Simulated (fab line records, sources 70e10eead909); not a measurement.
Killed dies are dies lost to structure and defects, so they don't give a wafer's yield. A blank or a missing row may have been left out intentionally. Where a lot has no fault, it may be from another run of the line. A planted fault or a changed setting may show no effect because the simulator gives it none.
Which of the tools did it? / flow nand-harc / 7 lots, 21 wafers sampled, at 1 step of a route of 1302

WHAT EACH GAUGE READ, for each wafer
NHARC_P_CONTACT_INSPECT_14.
lot=L451; measured=day 6 12:01; on=defect-inspect-02; raw-defect-count=3 3 2
lot=L454; measured=day 7 17:41; on=defect-inspect-02; raw-defect-count=3 12 9
lot=L456; measured=day 9 00:22; on=defect-inspect-01; raw-defect-count=3 3 3
lot=L460; measured=day 10 07:07; on=defect-inspect-01; raw-defect-count=6 5 7
lot=L468; measured=day 13 20:34; on=defect-inspect-01; raw-defect-count=6 5 2
lot=L470; measured=day 14 14:43; on=defect-inspect-01; raw-defect-count=5 2 5
lot=L472; measured=day 15 12:51; on=defect-inspect-02; raw-defect-count=5 8 1

EACH LOT AND THE TOOL THAT RAN IT (in order: tool; ch and the chambers of the sampled wafers; start)
Before these readings, the record contains no process step.

THE ANSWER, worked out from the rows above alone
Rule: the usual values come from the lots themselves. The widest of any qualifying gaps counts: lots, ordered by their means at a reading, are off when they make up no more than a third of the lots, leave a main group of 4 or more, and stand apart from it by 3 or more times the standard deviation of that group's means. A main group is skipped when, at the precision printed for the reading in the tables above, its means are all equal. Also off: a lot with no number at a reading for which 4 or more lots have one. Any other lot the step has rows for is counted as sound.
No lot is off on any of the readings shown, so nothing can be concluded from this.

WHAT THE SIMULATOR PUT IN
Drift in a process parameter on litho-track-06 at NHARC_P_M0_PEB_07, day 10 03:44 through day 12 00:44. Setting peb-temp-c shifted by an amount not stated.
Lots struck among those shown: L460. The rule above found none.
